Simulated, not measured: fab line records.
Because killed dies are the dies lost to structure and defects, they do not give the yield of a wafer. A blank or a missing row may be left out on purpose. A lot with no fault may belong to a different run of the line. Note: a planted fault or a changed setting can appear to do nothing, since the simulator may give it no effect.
Chamber matching	flow n5-finfet	N5_BEOL_M1_ETCH_70 on rie-diel-04: 4 sister chambers
The step etches SOC in N2/H2, target depth 80 nm, overetch 16 nm, time 120 s. 4 wafers are shown with their chamber, then 9 later ones without.

== WAFERS WITH THEIR CHAMBER ==
wafer	chamber	throttle-valve-pct (%)
L087.1	0	18.23
L089.1	1	17.78
L089.5	2	18.47
L089.6	3	17.80

== WAFERS WHOSE CHAMBER IS MISSING ==
wafer	throttle-valve-pct (%)
L090.1	17.81
L090.3	18.46
L090.6	17.76
L095.2	18.26
L095.5	18.26
L095.6	17.83
L097.2	18.27
L097.3	18.11
L097.5	18.12

== THE CHAMBER EACH PASSED THROUGH ==
wafer	from the rows above	in truth
L090.1	can't be placed: 3 or 1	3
L090.3	2	2
L090.6	can't be placed: 1 or 3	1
L095.2	0	0
L095.5	0	0
L095.6	can't be placed: 3 or 1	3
L097.2	0	0
L097.3	0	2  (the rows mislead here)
L097.5	0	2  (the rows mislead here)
Placed correctly: 4 of 9. Cannot be placed on the basis of these rows: 3; the candidates contain the true chamber in 3. 2 placed wrongly.
How it was worked out, from the rows above alone: a wafer's distance from a chamber is the root of the sum, over the readings, of the square of ((its reading less the chamber's mean) divided by the reading's scatter). If the next closest chamber is less than 2 further off than the closest, the wafer can't be placed; otherwise it belongs to the closest. A chamber's mean is the mean of its shown wafers. The scatter (one wafer shown for each chamber): square how far every hidden wafer sits from the nearest shown wafer, average those squares and take the square root.
